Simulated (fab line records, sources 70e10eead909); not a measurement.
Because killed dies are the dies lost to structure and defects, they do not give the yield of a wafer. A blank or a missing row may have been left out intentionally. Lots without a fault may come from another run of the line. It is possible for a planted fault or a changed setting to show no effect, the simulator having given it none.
A sampling plan put to the test || flow nand-harc || 25 faults told of in these records, all on one fab line, each judged by the records of the lots it struck
The line's own looks make up the plan; these are the steps of the route where a gauge or inspection reads the wafer and leaves it unchanged. A look is open to judgement when struck wafers have a number at it and the file gives its usual mean and standard deviation on fault-free wafers. Caught: a look later than the fault's first step finds the struck wafers' mean 4 or more of those standard deviations (sigma) from the usual mean. On the tool: the test repeated on the tool's own readings taken at the fault's steps. Another recipe on the struck wafers, or a record that is blank for them alone, also counts as caught.

== THE FAULTS, as the simulator had put them in ==
1. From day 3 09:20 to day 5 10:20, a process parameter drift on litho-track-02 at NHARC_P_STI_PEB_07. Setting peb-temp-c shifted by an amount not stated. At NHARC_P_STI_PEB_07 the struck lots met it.
2. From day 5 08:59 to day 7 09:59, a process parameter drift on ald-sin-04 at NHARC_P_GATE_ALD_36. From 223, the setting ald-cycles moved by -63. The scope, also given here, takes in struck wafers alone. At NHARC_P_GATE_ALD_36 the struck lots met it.
3. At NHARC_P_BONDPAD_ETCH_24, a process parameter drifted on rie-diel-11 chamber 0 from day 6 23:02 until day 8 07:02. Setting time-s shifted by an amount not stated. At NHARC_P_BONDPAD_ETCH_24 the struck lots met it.
4. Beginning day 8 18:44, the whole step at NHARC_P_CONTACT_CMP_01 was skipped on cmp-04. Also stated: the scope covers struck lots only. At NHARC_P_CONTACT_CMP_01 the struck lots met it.
5. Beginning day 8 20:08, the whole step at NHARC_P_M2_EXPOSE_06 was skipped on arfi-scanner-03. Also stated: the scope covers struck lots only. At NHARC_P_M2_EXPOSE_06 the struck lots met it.
6. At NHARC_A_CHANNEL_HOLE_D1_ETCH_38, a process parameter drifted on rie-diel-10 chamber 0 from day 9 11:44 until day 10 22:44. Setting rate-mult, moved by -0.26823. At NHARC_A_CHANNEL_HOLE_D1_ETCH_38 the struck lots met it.
7. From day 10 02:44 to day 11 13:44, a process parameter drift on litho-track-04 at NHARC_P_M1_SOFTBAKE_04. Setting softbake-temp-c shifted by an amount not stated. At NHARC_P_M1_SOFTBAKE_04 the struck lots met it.
8. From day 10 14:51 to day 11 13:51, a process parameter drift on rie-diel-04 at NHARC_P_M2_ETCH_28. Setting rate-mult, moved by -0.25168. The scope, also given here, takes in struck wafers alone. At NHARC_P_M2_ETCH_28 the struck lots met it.
9. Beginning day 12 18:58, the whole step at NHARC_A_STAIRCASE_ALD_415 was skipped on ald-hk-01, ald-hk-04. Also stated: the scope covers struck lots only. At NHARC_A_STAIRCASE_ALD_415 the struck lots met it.
10. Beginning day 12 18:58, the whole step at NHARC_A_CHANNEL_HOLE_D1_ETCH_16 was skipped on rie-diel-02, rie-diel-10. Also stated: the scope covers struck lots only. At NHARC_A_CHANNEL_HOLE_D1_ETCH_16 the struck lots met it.
11. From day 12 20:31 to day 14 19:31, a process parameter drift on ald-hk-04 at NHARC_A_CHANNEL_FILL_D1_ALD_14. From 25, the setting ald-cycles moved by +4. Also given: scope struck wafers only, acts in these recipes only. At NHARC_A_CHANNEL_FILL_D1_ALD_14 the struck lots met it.
12. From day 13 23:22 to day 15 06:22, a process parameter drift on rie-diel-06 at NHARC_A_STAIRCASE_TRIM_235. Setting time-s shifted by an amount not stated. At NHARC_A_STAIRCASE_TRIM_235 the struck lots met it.
13. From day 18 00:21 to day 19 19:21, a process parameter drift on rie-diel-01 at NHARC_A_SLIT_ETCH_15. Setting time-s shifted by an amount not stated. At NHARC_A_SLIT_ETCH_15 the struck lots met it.
14. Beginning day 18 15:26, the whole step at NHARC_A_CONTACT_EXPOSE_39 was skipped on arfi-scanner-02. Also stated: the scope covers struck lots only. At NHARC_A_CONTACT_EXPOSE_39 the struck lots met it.
15. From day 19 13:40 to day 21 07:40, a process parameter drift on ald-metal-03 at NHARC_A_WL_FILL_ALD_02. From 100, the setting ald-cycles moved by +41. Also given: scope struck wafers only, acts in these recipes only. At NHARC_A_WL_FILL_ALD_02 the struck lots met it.
16. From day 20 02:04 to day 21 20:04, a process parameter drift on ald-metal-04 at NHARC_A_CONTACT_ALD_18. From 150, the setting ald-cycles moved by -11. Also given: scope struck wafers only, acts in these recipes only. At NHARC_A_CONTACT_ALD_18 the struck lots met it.
17. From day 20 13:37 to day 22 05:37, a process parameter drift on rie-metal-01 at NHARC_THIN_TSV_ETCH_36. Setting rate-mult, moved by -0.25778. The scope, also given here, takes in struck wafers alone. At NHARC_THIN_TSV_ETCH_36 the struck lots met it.
18. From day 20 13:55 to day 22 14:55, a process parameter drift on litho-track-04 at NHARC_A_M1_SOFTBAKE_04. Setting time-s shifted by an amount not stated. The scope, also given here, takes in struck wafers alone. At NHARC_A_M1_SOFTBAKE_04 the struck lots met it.
19. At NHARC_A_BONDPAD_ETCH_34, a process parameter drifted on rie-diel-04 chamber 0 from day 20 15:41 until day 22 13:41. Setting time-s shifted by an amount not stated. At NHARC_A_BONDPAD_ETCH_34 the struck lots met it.
20. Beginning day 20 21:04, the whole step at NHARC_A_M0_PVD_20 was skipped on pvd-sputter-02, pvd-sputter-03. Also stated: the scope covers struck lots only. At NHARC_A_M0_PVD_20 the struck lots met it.
21. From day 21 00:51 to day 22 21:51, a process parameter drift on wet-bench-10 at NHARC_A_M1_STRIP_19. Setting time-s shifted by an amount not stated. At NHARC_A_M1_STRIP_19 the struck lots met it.
22. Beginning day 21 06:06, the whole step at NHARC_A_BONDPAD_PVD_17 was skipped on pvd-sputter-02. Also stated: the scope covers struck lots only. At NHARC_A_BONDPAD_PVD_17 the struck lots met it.
23. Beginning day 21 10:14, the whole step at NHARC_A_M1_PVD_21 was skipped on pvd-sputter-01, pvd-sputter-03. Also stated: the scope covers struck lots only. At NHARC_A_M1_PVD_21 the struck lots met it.
24. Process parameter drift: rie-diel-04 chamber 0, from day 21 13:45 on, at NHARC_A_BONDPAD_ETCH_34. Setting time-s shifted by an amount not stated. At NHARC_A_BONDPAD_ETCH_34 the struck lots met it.
25. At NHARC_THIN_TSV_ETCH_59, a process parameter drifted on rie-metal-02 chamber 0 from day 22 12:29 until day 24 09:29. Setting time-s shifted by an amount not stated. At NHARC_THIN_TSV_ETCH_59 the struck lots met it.

== WHAT THE PLAN SAW ==
{"fault": 1, "on the tool itself": "plate-temp-C -45 sigma", "first look that catches it": "NHARC_P_STI_CD_MEAS_09", "reading, sigma": "cd-nm -39", "median hours from its first step to that look": 0.1, "hours from the fault's start to the first struck lot there": 3, "judged looks passed uncaught": 0}
{"fault": 2, "on the tool itself": "under 2 sigma", "first look that catches it": "none of the 2 looks that can be judged after it", "reading, sigma": "-", "median hours from its first step to that look": "-", "hours from the fault's start to the first struck lot there": "-", "judged looks passed uncaught": 2}
{"fault": 3, "on the tool itself": "run-length-s -36 sigma", "first look that catches it": "not the one look that can be judged after it", "reading, sigma": "-", "median hours from its first step to that look": "-", "hours from the fault's start to the first struck lot there": "-", "judged looks passed uncaught": 1}
{"fault": 4, "on the tool itself": "the tool's record is blank for the struck wafers", "first look that catches it": "not the one look that can be judged after it", "reading, sigma": "-", "median hours from its first step to that look": "-", "hours from the fault's start to the first struck lot there": "-", "judged looks passed uncaught": 1}
{"fault": 5, "on the tool itself": "no reading that can be judged", "first look that catches it": "no look after it can be judged", "reading, sigma": "-", "median hours from its first step to that look": "-", "hours from the fault's start to the first struck lot there": "-", "judged looks passed uncaught": 0}
{"fault": 6, "on the tool itself": "oes-product-au -26 sigma", "first look that catches it": "no look after it can be judged", "reading, sigma": "-", "median hours from its first step to that look": "-", "hours from the fault's start to the first struck lot there": "-", "judged looks passed uncaught": 0}
{"fault": 7, "on the tool itself": "heater-power-total-W -63 sigma", "first look that catches it": "no look after it can be judged", "reading, sigma": "-", "median hours from its first step to that look": "-", "hours from the fault's start to the first struck lot there": "-", "judged looks passed uncaught": 0}
{"fault": 8, "on the tool itself": "oes-product-au -24 sigma", "first look that catches it": "not the one look that can be judged after it", "reading, sigma": "-", "median hours from its first step to that look": "-", "hours from the fault's start to the first struck lot there": "-", "judged looks passed uncaught": 1}
{"fault": 9, "on the tool itself": "the tool's record is blank for the struck wafers", "first look that catches it": "no look after it can be judged", "reading, sigma": "-", "median hours from its first step to that look": "-", "hours from the fault's start to the first struck lot there": "-", "judged looks passed uncaught": 0}
{"fault": 10, "on the tool itself": "the tool's record is blank for the struck wafers", "first look that catches it": "no look after it can be judged", "reading, sigma": "-", "median hours from its first step to that look": "-", "hours from the fault's start to the first struck lot there": "-", "judged looks passed uncaught": 0}
{"fault": 11, "on the tool itself": "under 2 sigma", "first look that catches it": "not the one look that can be judged after it", "reading, sigma": "strongest: killed-at-periphery at NHARC_END_SORT_01, +3.8", "median hours from its first step to that look": "-", "hours from the fault's start to the first struck lot there": "-", "judged looks passed uncaught": 1}
{"fault": 12, "on the tool itself": "run-length-s -99 or beyond sigma", "first look that catches it": "no look after it can be judged", "reading, sigma": "-", "median hours from its first step to that look": "-", "hours from the fault's start to the first struck lot there": "-", "judged looks passed uncaught": 0}
{"fault": 13, "on the tool itself": "run-length-s -99 or beyond sigma", "first look that catches it": "no look after it can be judged", "reading, sigma": "-", "median hours from its first step to that look": "-", "hours from the fault's start to the first struck lot there": "-", "judged looks passed uncaught": 0}
{"fault": 14, "on the tool itself": "no reading that can be judged", "first look that catches it": "no look after it can be judged", "reading, sigma": "-", "median hours from its first step to that look": "-", "hours from the fault's start to the first struck lot there": "-", "judged looks passed uncaught": 0}
{"fault": 15, "on the tool itself": "under 2 sigma", "first look that catches it": "no look after it can be judged", "reading, sigma": "-", "median hours from its first step to that look": "-", "hours from the fault's start to the first struck lot there": "-", "judged looks passed uncaught": 0}
{"fault": 16, "on the tool itself": "under 2 sigma", "first look that catches it": "none of the 2 looks that can be judged after it", "reading, sigma": "-", "median hours from its first step to that look": "-", "hours from the fault's start to the first struck lot there": "-", "judged looks passed uncaught": 2}
{"fault": 17, "on the tool itself": "oes-product-au -20 sigma", "first look that catches it": "no look after it can be judged", "reading, sigma": "-", "median hours from its first step to that look": "-", "hours from the fault's start to the first struck lot there": "-", "judged looks passed uncaught": 0}
{"fault": 18, "on the tool itself": "heater-power-total-W +66 sigma", "first look that catches it": "not the one look that can be judged after it", "reading, sigma": "-", "median hours from its first step to that look": "-", "hours from the fault's start to the first struck lot there": "-", "judged looks passed uncaught": 1}
{"fault": 19, "on the tool itself": "run-length-s -57 sigma", "first look that catches it": "no look after it can be judged", "reading, sigma": "-", "median hours from its first step to that look": "-", "hours from the fault's start to the first struck lot there": "-", "judged looks passed uncaught": 0}
{"fault": 20, "on the tool itself": "the tool's record is blank for the struck wafers", "first look that catches it": "no look after it can be judged", "reading, sigma": "-", "median hours from its first step to that look": "-", "hours from the fault's start to the first struck lot there": "-", "judged looks passed uncaught": 0}
{"fault": 21, "on the tool itself": "run-length-s +99 or beyond sigma", "first look that catches it": "no look after it can be judged", "reading, sigma": "-", "median hours from its first step to that look": "-", "hours from the fault's start to the first struck lot there": "-", "judged looks passed uncaught": 0}
{"fault": 22, "on the tool itself": "the tool's record is blank for the struck wafers", "first look that catches it": "no look after it can be judged", "reading, sigma": "-", "median hours from its first step to that look": "-", "hours from the fault's start to the first struck lot there": "-", "judged looks passed uncaught": 0}
{"fault": 23, "on the tool itself": "the tool's record is blank for the struck wafers", "first look that catches it": "no look after it can be judged", "reading, sigma": "-", "median hours from its first step to that look": "-", "hours from the fault's start to the first struck lot there": "-", "judged looks passed uncaught": 0}
{"fault": 24, "on the tool itself": "run-length-s -36 sigma", "first look that catches it": "no look after it can be judged", "reading, sigma": "-", "median hours from its first step to that look": "-", "hours from the fault's start to the first struck lot there": "-", "judged looks passed uncaught": 0}
{"fault": 25, "on the tool itself": "run-length-s -37 sigma", "first look that catches it": "no look after it can be judged", "reading, sigma": "-", "median hours from its first step to that look": "-", "hours from the fault's start to the first struck lot there": "-", "judged looks passed uncaught": 0}
A dash: this means the fault isn't caught or the number doesn't appear in these records.

Caught at a look: 1 of 25. Caught on the tool: 19 of 25. By one or the other: 19 of 25.
Caught on the tool alone: faults 3, 4, 6, 7, 8, 9, 10, 12, 13, 17, 18, 19, 20, 21, 22, 23, 24, 25.
Caught by neither: faults 2, 5, 11, 14, 15, 16.

== THINNER SAMPLING ==
If the look that catches a fault measured only every second or every third lot, by lot number, the first struck lot would be measured this late in the worst case:
{"fault": 1, "struck lots at that look, in order of time": "L740, L742, L746", "every lot": "3 h", "every second lot": "may miss all 3", "every third lot": "may miss all 3"}
Hours: fault start to first struck lot measured. The limit of 4 sigma was tested on all struck wafers together, so one lot alone may lie under it. Other struck lots may not be in these records.

== THE LONGEST TIMED WAY FROM STEP TO LOOK ==
Fault 1: the median time between NHARC_P_STI_PEB_07 and NHARC_P_STI_CD_MEAS_09 is 0.1 hours. No look between them can be judged.
